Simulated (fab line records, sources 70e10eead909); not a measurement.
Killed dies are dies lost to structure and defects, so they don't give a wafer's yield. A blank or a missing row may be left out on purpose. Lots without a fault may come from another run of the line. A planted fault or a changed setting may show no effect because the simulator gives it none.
A struck lot beside a sound one | flow nand_harc | 24 steps out of a route of 1302
Sound: wafers L423.1, L423.4, L423.6. Struck: wafers L437.2, L437.3, L437.6. The cause comes at the end.
At each step with rows: each side's tool, then ch and its chambers, then its first start. Under that, the readings that differ: sound wafers | struck wafers | difference of the means | sigmas: that difference in standard deviations of wafers without a fault.
alike: readings whose means differ by less than 2 such deviations, and words and numbers that are the same on both sides. not compared: withheld readings, readings that some wafer has no value for, bounds like >300 that may hide the same value, and numbers for which the record gives no deviation and whose values overlap.
The two part at a step that has a row with sigmas, a row that says differs or no value, or rows on one side only. Numbers that don't overlap but have no deviation are shown without sigmas and don't part them. A reading that every wafer of one side lacks parts them only if that side has two wafers or more.

NHARC_A_M0_INSPECT_27:
  sound on defect_inspect-02, day 25 12:37; struck on defect_inspect-02, day 31 09:33
  alike: raw_defect_count
NHARC_A_M0_PRE_CLEAN_31: time 12 s.
  sound on pecvd-04 ch 1,2, day 25 12:43; struck on pecvd-04 ch 1,2, day 31 09:41
  alike: heater_power_w, rf_fwd_power_W
NHARC_A_M0_DEP_32: deposits SiCN, target thk 30 nm.
  sound on pecvd-04 ch 1,2, day 25 12:51; struck on pecvd-04 ch 1,2, day 31 09:46
  alike: chamber_pressure_Torr, heater_power_w, rf_fwd_power_W
then, 8 steps without rows for these wafers: NHARC_A_M1_DEP_00 (deposits SiOC, target thk 182.5 nm); NHARC_A_M1_DEHYDRATE_01 (time 120 s); NHARC_A_M1_HMDS_02 (time 30 s); NHARC_A_M1_COAT_34 (time 65 s); NHARC_A_M1_COAT_03 (resist thk 90 nm); NHARC_A_M1_SOFTBAKE_04 (time 55 s); NHARC_A_M1_EBR_05; NHARC_A_M1_EXPOSE_06 (exposes mask A M1, target cd 120 nm).
NHARC_A_M1_PEB_07: peb time 65 s.
  sound on litho_track-01 ch 0, day 25 13:55; struck on litho_track-01 ch 0, day 31 10:49
  reading                  | sound             | struck               | difference | sigmas
  heater_power_total_W (W) | 157.2 156.4 156.9 | 172.5 171.4 171.3    | +14.9      | +35
  plate_temp_C (C)         | 99.78 99.93 99.98 | 107.27 107.24 107.33 | +7.38      | +62
then, 1 step without rows for these wafers: NHARC_A_M1_DEVELOP_08 (develop time 35 s).
NHARC_A_M1_CD_MEAS_09: target cd 120 nm.
  sound on cd_sem-01 ch 0, day 25 13:59; struck on cd_sem-03 ch 0, day 31 10:53
  reading    | sound             | struck            | difference | sigmas
  cd_nm (nm) | 120.0 121.1 119.6 | 142.3 141.2 142.0 | +21.6      | +27
NHARC_A_M1_OVL_MEAS_10: pitch 240 nm.
  sound on overlay-01, day 25 14:05; struck on overlay-02, day 31 10:58
  alike: overlay_x_nm, overlay_y_nm
NHARC_A_M1_INSPECT_11:
  sound on defect_inspect-02, day 25 14:07; struck on defect_inspect-02, day 31 11:01
  alike: raw_defect_count
NHARC_A_M1_DESCUM_14: chemistry O2, time 3 s.
  sound on rie_diel-04 ch 0,1, day 25 14:11; struck on rie_diel-04 ch 0,3, day 31 11:04
  reading               | sound             | struck            | difference | sigmas
  model.A_M1.cd_nm (nm) | 119.9 120.8 119.5 | 142.2 141.4 141.5 | +21.6      |
  alike: drypump_motor_current_A, o2_flow_sccm, oes_product_au, rf_vpp_V, showerhead_plenum_p_Torr, throttle_valve_pct
  not compared: rf_hours_counter_h
NHARC_A_M1_ETCH_35: etches the open film in N2/H2, target depth 40 nm, overetch 12 nm, time 43.94 s.
  sound on rie_diel-04 ch 0,3, day 25 14:16; struck on rie_diel-04 ch 0,1, day 31 11:10
  alike: drypump_motor_current_A, oes_product_au, rf_fwd_power_W, rf_vpp_V, showerhead_plenum_p_Torr, throttle_valve_pct
  not compared: rf_hours_counter_h
NHARC_A_M1_ETCH_15: etches the open film in C4F8/Ar, target depth 182.5 nm, time 91.2 s.
  sound on rie_diel-04 ch 0,1; struck on rie_diel-04 ch 0,1,2
  reading               | sound             | struck            | difference | sigmas
  oes_product_au (a.u.) | 0.928 0.913 0.913 | 0.963 0.984 0.969 | +0.054     | +2
  alike: rf_fwd_power_W, rf_vpp_V
  not compared: rf_hours_counter_h
NHARC_A_M1_CD_MEAS_16:
  sound on cd_sem-02, day 25 14:29; struck on cd_sem-02, day 31 11:23
  reading    | sound             | struck            | difference | sigmas
  cd_nm (nm) | 119.9 121.3 119.8 | 141.8 141.8 141.8 | +21.5      | +25
NHARC_A_M1_STRIP_18: strips in N2/H2.
  sound on rie_diel-02 ch 0,1, day 25 14:34; struck on rie_diel-02 ch 0,2,3, day 31 11:29
  alike: drypump_motor_current_A, oes_product_au, rf_fwd_power_W, rf_vpp_V, showerhead_plenum_p_Torr, throttle_valve_pct
  not compared: rf_hours_counter_h
NHARC_A_M1_ETCH_28: etches the open film in CF4/N2, target depth 30 nm, time 72.99 s.
  sound on rie_diel-02 ch 0,1,2; struck on rie_diel-02 ch 0,2,3
  reading               | sound           | struck        | difference | sigmas
  model.A_M1.cd_nm (nm) | 120.4 121.8 120 | 142 141.9 142 | +21        |
  alike: cf4_flow_sccm, drypump_motor_current_A, oes_product_au, rf_fwd_power_W, rf_vpp_V, showerhead_plenum_p_Torr, throttle_valve_pct
  not compared: rf_hours_counter_h
then, 2 steps without rows for these wafers: NHARC_A_M1_STRIP_19 (strips in post etch residue remover, time 600 s); NHARC_END_SORT_01.

WHERE THEY PART
First at NHARC_A_M1_PEB_07; last, within this record, at NHARC_A_M1_CD_MEAS_16. Later steps at which nothing parts them and some readings are alike: NHARC_A_M1_STRIP_18, NHARC_A_M1_ETCH_28.

WHY: what the simulator had put in
Process parameter drift: litho_track-01, from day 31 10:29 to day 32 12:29, at NHARC_A_M1_PEB_07. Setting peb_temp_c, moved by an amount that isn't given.
